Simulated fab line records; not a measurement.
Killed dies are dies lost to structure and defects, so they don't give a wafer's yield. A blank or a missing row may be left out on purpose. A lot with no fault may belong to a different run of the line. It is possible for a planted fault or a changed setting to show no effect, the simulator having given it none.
Which tool is to blame? | flow nand harc | 72 wafers from 24 lots sampled at 6 of the route's 1302 steps

== WHAT EACH GAUGE READ, for each wafer ==
NHARC_P_BONDPAD_CD_MEAS_09: the cd target is 500 nm.
lot  | measured     | on        | cd nm (nm)
L074 | day 6 16:03  | cd sem-03 | 501.8 499.6 499.8
L076 | day 7 06:19  | cd sem-01 | 499.0 500.3 500.5
L075 | day 7 06:55  | cd sem-02 | 501.2 500.0 500.5
L077 | day 7 18:01  | cd sem-03 | 500.8 500.5 500.3
L078 | day 8 07:03  | cd sem-03 | 498.8 499.1 500.0
L079 | day 8 17:53  | cd sem-01 | 501.8 502.6 500.3
L080 | day 9 01:03  | cd sem-03 | 499.1 499.4 499.6
L081 | day 9 16:36  | cd sem-02 | 500.8 502.2 499.4
L082 | day 9 17:35  | cd sem-02 | 500.4 500.6 499.8
L083 | day 10 07:20 | cd sem-01 | 500.3 501.3 501.4
L084 | day 10 16:00 | cd sem-01 | 500.0 500.6 501.4
L085 | day 11 05:47 | cd sem-03 | 500.7 500.6 499.6
L086 | day 11 09:13 | cd sem-02 | 502.4 499.9 501.7
L087 | day 11 22:22 | cd sem-03 | 503.7 501.0 502.8
L089 | day 12 16:41 | cd sem-02 | 498.9 499.9 500.7
L088 | day 12 22:29 | cd sem-02 | 500.2 499.9 499.2
L090 | day 13 05:10 | cd sem-03 | 500.4 500.3 499.3
L091 | day 13 20:31 | cd sem-02 | 501.5 503.1 502.1
L092 | day 14 06:39 | cd sem-02 | 498.6 498.6 501.2
L093 | day 14 11:49 | cd sem-01 | 501.3 502.7 500.7
L094 | day 14 22:27 | cd sem-02 | 499.6 498.7 499.2
L095 | day 15 04:09 | cd sem-02 | 499.9 501.7 500.2
L097 | day 16 02:20 | cd sem-01 | 501.0 500.8 500.6
L096 | day 17 03:55 | cd sem-01 | 500.2 500.8 499.3

NHARC_A_ONON_D1_THK_MEAS_05: measures by ellipsometry.
lot  | measured     | on            | thk nm (nm)
L074 | day 7 18:43  | film metro-02 | 1007 1004 1006
L076 | day 8 13:36  | film metro-02 | 986 987 989
L075 | day 8 13:35  | film metro-01 | 987 985 985
L077 | day 8 20:47  | film metro-01 | 1016 1016 1016
L078 | day 9 12:19  | film metro-01 | 1008 1009 1007
L079 | day 9 20:22  | film metro-02 | 1003 1004 1005
L080 | day 10 05:01 | film metro-02 | 1009 1009 1009
L081 | day 10 19:49 | film metro-02 | 1011 1013 1011
L082 | day 10 19:50 | film metro-01 | 1011 1010 1009
L083 | day 11 10:12 | film metro-01 | 1000 1000 998
L084 | day 11 19:07 | film metro-01 | 997 996 999
L085 | day 12 12:20 | film metro-02 | 1003 1002 1002
L086 | day 12 12:07 | film metro-01 | 1010 1012 1010
L087 | day 13 05:32 | film metro-02 | 1000 999 999
L089 | day 13 19:41 | film metro-02 | 1003 1004 1002
L088 | day 14 00:55 | film metro-01 | 1001 1000 998
L090 | day 14 17:14 | film metro-01 | 996 995 995
L091 | day 15 03:52 | film metro-02 | 1007 1007 1006
L092 | day 15 09:43 | film metro-01 | 995 995 997
L093 | day 15 15:05 | film metro-02 | 1006 1007 1007
L094 | day 16 00:59 | film metro-01 | 993 993 992
L095 | day 16 09:56 | film metro-01 | 996 996 997
L097 | day 17 04:53 | film metro-02 | 997 998 996
L096 | day 18 08:46 | film metro-01 | 988 987 988

== TOOL THAT RAN EACH LOT (tool first, then ch and the chambers of the sampled wafers, then the start) ==
lot  | NHARC_P_M2_ETCH_28                            | NHARC_P_M2_PRE_CLEAN_30                 | NHARC_P_M2_PVD_20                       | NHARC_P_M2_DEP_33
L074 | rie diel-13 ch 0,1, day 6 14:25 or earlier    | pvd sputter-03, day 6 14:25 or earlier  | pvd sputter-03, day 6 14:25 or earlier  | pecvd-02 ch 0,2, day 6 14:25
L076 | rie diel-06 ch 0,1,2, day 7 04:40 or earlier  | pvd sputter-01, day 7 04:40 or earlier  | pvd sputter-01, day 7 04:40 or earlier  | pecvd-03 ch 0,1,2, day 7 04:40
L075 | rie diel-06 ch 0,1,2, day 7 05:25 or earlier  | pvd sputter-03, day 7 05:25 or earlier  | pvd sputter-03, day 7 05:25 or earlier  | pecvd-02 ch 1,2, day 7 05:25
L077 | rie diel-05 ch 1,2,3, day 7 16:26 or earlier  | pvd sputter-02, day 7 16:26 or earlier  | pvd sputter-02, day 7 16:26 or earlier  | pecvd-02 ch 0,1, day 7 16:26
L078 | rie diel-06 ch 0,1,2, day 8 05:31 or earlier  | pvd sputter-01, day 8 05:31 or earlier  | pvd sputter-01, day 8 05:31 or earlier  | pecvd-01 ch 0,1,2, day 8 05:31
L079 | rie diel-05 ch 0,1,3, day 8 16:15 or earlier  | pvd sputter-02, day 8 16:15 or earlier  | pvd sputter-02, day 8 16:15 or earlier  | pecvd-01 ch 0,1, day 8 16:15
L080 | rie diel-06 ch 0,1,2, day 8 23:32 or earlier  | pvd sputter-01, day 8 23:32 or earlier  | pvd sputter-01, day 8 23:32 or earlier  | pecvd-02 ch 0,1,2, day 8 23:32
L081 | rie diel-06 ch 0,3, day 9 14:58 or earlier    | pvd sputter-03, day 9 14:58 or earlier  | pvd sputter-03, day 9 14:58 or earlier  | pecvd-03 ch 1,2, day 9 14:58
L082 | rie diel-05 ch 1,3, day 9 15:58 or earlier    | pvd sputter-02, day 9 15:58 or earlier  | pvd sputter-02, day 9 15:58 or earlier  | pecvd-01 ch 0,2, day 9 15:58
L083 | rie diel-13 ch 1,2,3, day 10 05:39 or earlier | pvd sputter-03, day 10 05:39 or earlier | pvd sputter-03, day 10 05:39 or earlier | pecvd-02 ch 0,1,2, day 10 05:39
L084 | rie diel-13 ch 1,2,3, day 10 14:31 or earlier | pvd sputter-02, day 10 14:31 or earlier | pvd sputter-02, day 10 14:31 or earlier | pecvd-03 ch 0,1,2, day 10 14:31
L085 | rie diel-06 ch 0,1,3, day 11 04:11 or earlier | pvd sputter-02, day 11 04:11 or earlier | pvd sputter-02, day 11 04:11 or earlier | pecvd-03 ch 1,2, day 11 04:11
L086 | rie diel-06 ch 1,2,3, day 11 07:41 or earlier | pvd sputter-02, day 11 07:41 or earlier | pvd sputter-02, day 11 07:41 or earlier | pecvd-01 ch 0,1,2, day 11 07:41
L087 | rie diel-05 ch 0,2,3, day 11 20:45 or earlier | pvd sputter-01, day 11 20:45 or earlier | pvd sputter-01, day 11 20:45 or earlier | pecvd-03 ch 0,1,2, day 11 20:45
L089 | rie diel-05 ch 0,1,3, day 12 15:07 or earlier | pvd sputter-02, day 12 15:07 or earlier | pvd sputter-02, day 12 15:07 or earlier | pecvd-02 ch 1,2, day 12 15:07
L088 | rie diel-05 ch 0,2,3, day 12 20:58 or earlier | pvd sputter-01, day 12 20:58 or earlier | pvd sputter-01, day 12 20:58 or earlier | pecvd-01 ch 0,1,2, day 12 20:58
L090 | rie diel-05 ch 2,3, day 13 03:31 or earlier   | pvd sputter-01, day 13 03:31 or earlier | pvd sputter-01, day 13 03:31 or earlier | pecvd-02 ch 0,2, day 13 03:31
L091 | rie diel-05 ch 1,3, day 13 18:53 or earlier   | pvd sputter-01, day 13 18:53 or earlier | pvd sputter-01, day 13 18:53 or earlier | pecvd-01 ch 0,1, day 13 18:53
L092 | rie diel-05 ch 0,1,3, day 14 05:02 or earlier | pvd sputter-01, day 14 05:02 or earlier | pvd sputter-01, day 14 05:02 or earlier | pecvd-02 ch 0,2, day 14 05:02
L093 | rie diel-13 ch 0,1,2, day 14 10:21 or earlier | pvd sputter-02, day 14 10:21 or earlier | pvd sputter-02, day 14 10:21 or earlier | pecvd-02 ch 0,1, day 14 10:21
L094 | rie diel-05 ch 1,2, day 14 20:58 or earlier   | pvd sputter-02, day 14 20:58 or earlier | pvd sputter-02, day 14 20:58 or earlier | pecvd-03 ch 1,2, day 14 20:58
L095 | rie diel-06 ch 1,3, day 15 02:31 or earlier   | pvd sputter-02, day 15 02:31 or earlier | pvd sputter-02, day 15 02:31 or earlier | pecvd-02 ch 0,2, day 15 02:31
L097 | rie diel-06 ch 0,2,3, day 16 00:38 or earlier | pvd sputter-03, day 16 00:38 or earlier | pvd sputter-03, day 16 00:38 or earlier | pecvd-03 ch 0,1, day 16 00:38
L096 | rie diel-06 ch 1,3, day 17 02:18 or earlier   | pvd sputter-01, day 17 02:18 or earlier | pvd sputter-01, day 17 02:18 or earlier | pecvd-01 ch 0,2, day 17 02:18
- NHARC_P_M2_ETCH_28: etches the open film in CF4/N2, target depth 30 nm, time 72.99 s.
- NHARC_P_M2_PRE_CLEAN_30: time 30 s.
- NHARC_P_M2_PVD_20: deposits TaN, target thk 5 nm, time 8.06 s.
- NHARC_P_M2_DEP_33: deposits SiCN, target thk 30 nm.

== AS READ BY THE TOOLS THEMSELVES (means over the sampled wafers that have a number; for cases with no such wafer, the mark the record gives instead) ==
NHARC_P_M2_ETCH_28.
lot  | tool        | bias w (W) | drypump motor current A (A) | mfc ar sccm (sccm) | oes product au (a.u.) | rf vpp V (V) | showerhead plenum p Torr (Torr) | throttle valve pct (%)
L074 | rie diel-13 | 99.8       | 5.1                         | 149.7              | 1.003                 | 312.4        | 2.52                            | 19.799
L076 | rie diel-06 | 100.0      | 5.7                         | 150.3              | 1.004                 | 313.2        | 2.56                            | 19.791
L075 | rie diel-06 | 100.1      | 5.7                         | 149.8              | 1.007                 | 313.3        | 2.55                            | 19.789
L077 | rie diel-05 | 100.0      | 5.8                         | 150.0              | 1.004                 | 313.4        | 2.55                            | 19.799
L078 | rie diel-06 | 99.7       | 5.6                         | 149.9              | 1.002                 | 312.0        | 2.55                            | 19.788
L079 | rie diel-05 | 100.1      | 5.7                         | 149.4              | 0.997                 | 314.2        | 2.63                            | 19.785
L080 | rie diel-06 | 99.9       | 5.6                         | 149.7              | 1.006                 | 312.7        | 2.55                            | 19.795
L081 | rie diel-06 | 100.2      | 5.5                         | 150.0              | 1.002                 | 310.3        | 2.47                            | 19.794
L082 | rie diel-05 | 99.9       | 5.9                         | 149.9              | 0.996                 | 312.8        | 2.54                            | 19.798
L083 | rie diel-13 | 99.8       | 5.5                         | 149.8              | 1.004                 | 313.2        | 2.55                            | 19.801
L084 | rie diel-13 | 100.2      | 5.5                         | 150.0              | 0.992                 | 312.9        | 2.55                            | 19.793
L085 | rie diel-06 | 99.7       | 5.8                         | 149.9              | 1.000                 | 311.4        | 2.48                            | 19.795
L086 | rie diel-06 | 100.0      | 5.6                         | 149.9              | 1.003                 | 313.1        | 2.55                            | 19.789
L087 | rie diel-05 | 100.0      | 5.7                         | 150.2              | 0.995                 | 314.5        | 2.64                            | 19.803
L089 | rie diel-05 | 99.9       | 5.7                         | 150.0              | 0.992                 | 315.2        | 2.62                            | 19.801
L088 | rie diel-05 | 100.1      | 5.7                         | 150.0              | 0.991                 | 313.9        | 2.64                            | 19.790
L090 | rie diel-05 | 99.9       | 5.8                         | 150.6              | 0.995                 | 313.4        | 2.56                            | 19.792
L091 | rie diel-05 | 100.0      | 5.9                         | 150.1              | 0.982                 | 312.8        | 2.53                            | 19.804
L092 | rie diel-05 | 100.0      | 5.7                         | 150.2              | 0.985                 | 313.5        | 2.62                            | 19.796
L093 | rie diel-13 | 100.3      | 5.1                         | 149.7              | 1.005                 | 313.1        | 2.56                            | 19.797
L094 | rie diel-05 | 100.2      | 6.2                         | 150.2              | 0.987                 | 311.7        | 2.51                            | 19.791
L095 | rie diel-06 | 100.1      | 5.8                         | 150.1              | 0.994                 | 311.5        | 2.47                            | 19.800
L097 | rie diel-06 | 100.0      | 5.3                         | 150.4              | 1.002                 | 312.7        | 2.54                            | 19.796
L096 | rie diel-06 | 99.7       | 6.1                         | 150.4              | 0.989                 | 311.4        | 2.48                            | 19.790

NHARC_P_M2_PRE_CLEAN_30.
lot  | tool           | heater power w (W)
L074 | pvd sputter-03 | 415
L076 | pvd sputter-01 | 413
L075 | pvd sputter-03 | 436
L077 | pvd sputter-02 | 392
L078 | pvd sputter-01 | 401
L079 | pvd sputter-02 | 418
L080 | pvd sputter-01 | 397
L081 | pvd sputter-03 | 426
L082 | pvd sputter-02 | 415
L083 | pvd sputter-03 | 389
L084 | pvd sputter-02 | 417
L085 | pvd sputter-02 | 417
L086 | pvd sputter-02 | 423
L087 | pvd sputter-01 | 395
L089 | pvd sputter-02 | 420
L088 | pvd sputter-01 | 433
L090 | pvd sputter-01 | 452
L091 | pvd sputter-01 | 432
L092 | pvd sputter-01 | 398
L093 | pvd sputter-02 | 436
L094 | pvd sputter-02 | 424
L095 | pvd sputter-02 | 390
L097 | pvd sputter-03 | 413
L096 | pvd sputter-01 | 393

NHARC_P_M2_PVD_20.
lot  | tool           | chamber pressure pa (Pa) | throttle valve pct (%)
L074 | pvd sputter-03 | 0.12007                  | 31.3
L076 | pvd sputter-01 | 0.12010                  | 29.5
L075 | pvd sputter-03 | 0.12008                  | 31.6
L077 | pvd sputter-02 | 0.12015                  | 30.3
L078 | pvd sputter-01 | 0.11994                  | 30.0
L079 | pvd sputter-02 | 0.11992                  | 30.5
L080 | pvd sputter-01 | 0.11998                  | 28.7
L081 | pvd sputter-03 | 0.11990                  | 31.5
L082 | pvd sputter-02 | 0.12018                  | 30.6
L083 | pvd sputter-03 | 0.11991                  | 31.8
L084 | pvd sputter-02 | 0.12009                  | 30.0
L085 | pvd sputter-02 | 0.12015                  | 30.5
L086 | pvd sputter-02 | 0.11972                  | 30.1
L087 | pvd sputter-01 | 0.12003                  | 29.3
L089 | pvd sputter-02 | 0.11985                  | 30.2
L088 | pvd sputter-01 | 0.11988                  | 29.7
L090 | pvd sputter-01 | 0.12012                  | 29.6
L091 | pvd sputter-01 | 0.11997                  | 29.9
L092 | pvd sputter-01 | 0.11967                  | 29.3
L093 | pvd sputter-02 | 0.12023                  | 30.4
L094 | pvd sputter-02 | 0.12028                  | 30.6
L095 | pvd sputter-02 | 0.12027                  | 30.8
L097 | pvd sputter-03 | 0.12010                  | 31.3
L096 | pvd sputter-01 | 0.11994                  | 30.5

NHARC_P_M2_DEP_33.
lot  | tool     | heater power w (W) | showerhead vpp V (V)
L074 | pecvd-02 | 549                | 1349
L076 | pecvd-03 | 592                | 1309
L075 | pecvd-02 | 579                | 1394
L077 | pecvd-02 | 647                | 1271
L078 | pecvd-01 | 534                | 1326
L079 | pecvd-01 | 565                | 1365
L080 | pecvd-02 | 577                | 1332
L081 | pecvd-03 | 616                | 1354
L082 | pecvd-01 | 570                | 1302
L083 | pecvd-02 | 605                | 1337
L084 | pecvd-03 | 625                | 1304
L085 | pecvd-03 | 654                | 1376
L086 | pecvd-01 | 543                | 1329
L087 | pecvd-03 | 605                | 1307
L089 | pecvd-02 | 581                | 1402
L088 | pecvd-01 | 564                | 1325
L090 | pecvd-02 | 579                | 1339
L091 | pecvd-01 | 584                | 1356
L092 | pecvd-02 | 557                | 1356
L093 | pecvd-02 | 712                | 1260
L094 | pecvd-03 | 686                | 1342
L095 | pecvd-02 | 594                | 1346
L097 | pecvd-03 | 517                | 1329
L096 | pecvd-01 | 484                | 1319

== THE ANSWER, worked out from the rows above alone ==
Rule: usual is defined by the lots themselves. Put in order of their means at a reading, lots are off if they are a third of the lots or fewer, leave a main group of 4 or more, and stand apart from it by a gap of 3 or more times the standard deviation of the main group's means; of several such gaps the widest counts. A main group is skipped when, at the precision printed for the reading in the tables above, its means are all equal. A lot without any number at a reading at which 4 lots or more have one is off too. Where the step has rows for the other lots, those lots are counted as sound. The gauges are gone through in route order, then the tools' own readings, and for those a lot's mean is taken as printed above. The first step at which some lot is off is used, and at that step the reading that is off furthest; a lot without a number counts as furthest.
No lot is off on any of the readings shown, so nothing can be concluded from this.

== WHAT WAS PUT IN BY THE SIMULATOR ==
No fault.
